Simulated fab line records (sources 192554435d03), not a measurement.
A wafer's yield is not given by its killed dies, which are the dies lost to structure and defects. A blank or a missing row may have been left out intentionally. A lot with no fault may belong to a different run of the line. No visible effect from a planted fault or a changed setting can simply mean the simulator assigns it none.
Matching of chambers ; flow n5-finfet ; ald-sin-01 running N5_BEOL_M2_ALD_98: 4 sister chambers
The step deposits SiO2, target thk 2.5 nm, pulse time 1 s, co reactant pulse time 1 s. 4 wafers are shown with their chamber, then 9 later ones without.

## WAFERS PAIRED WITH THEIR CHAMBERS
wafer;chamber;heater-power-w (W)
L090.6;0;75
L091.1;3;86
L091.2;1;69
L091.3;2;78

## WAFERS WHOSE CHAMBER IS MISSING
wafer;heater-power-w (W)
L091.4;75
L091.5;78
L091.6;86
L092.2;78
L092.3;75
L092.4;70
L096.3;84
L096.5;77
L096.6;89

## WHICH CHAMBER EACH ONE RAN IN
wafer;from the rows above;in truth
L091.4;0;0
L091.5;2;2
L091.6;3;3
L092.2;2;2
L092.3;0;0
L092.4;1;1
L096.3;3;3
L096.5;can't be placed: 2 or 0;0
L096.6;3;3
Correctly placed: 8 of 9. Not placeable from these rows: 1 (in 1, the candidates include the true chamber). Number placed wrongly: 0.
How it was worked out, from the rows above alone: a wafer's distance from a chamber is the root of the sum, over the readings, of the square of ((its reading less the chamber's mean) divided by the reading's scatter). If the next closest chamber is less than 2 further off than the closest, the wafer can't be placed; otherwise it belongs to the closest. Each chamber's mean is taken over the wafers shown for it. The scatter (one wafer shown for each chamber): square how far every hidden wafer sits from the nearest shown wafer, average those squares and take the square root.
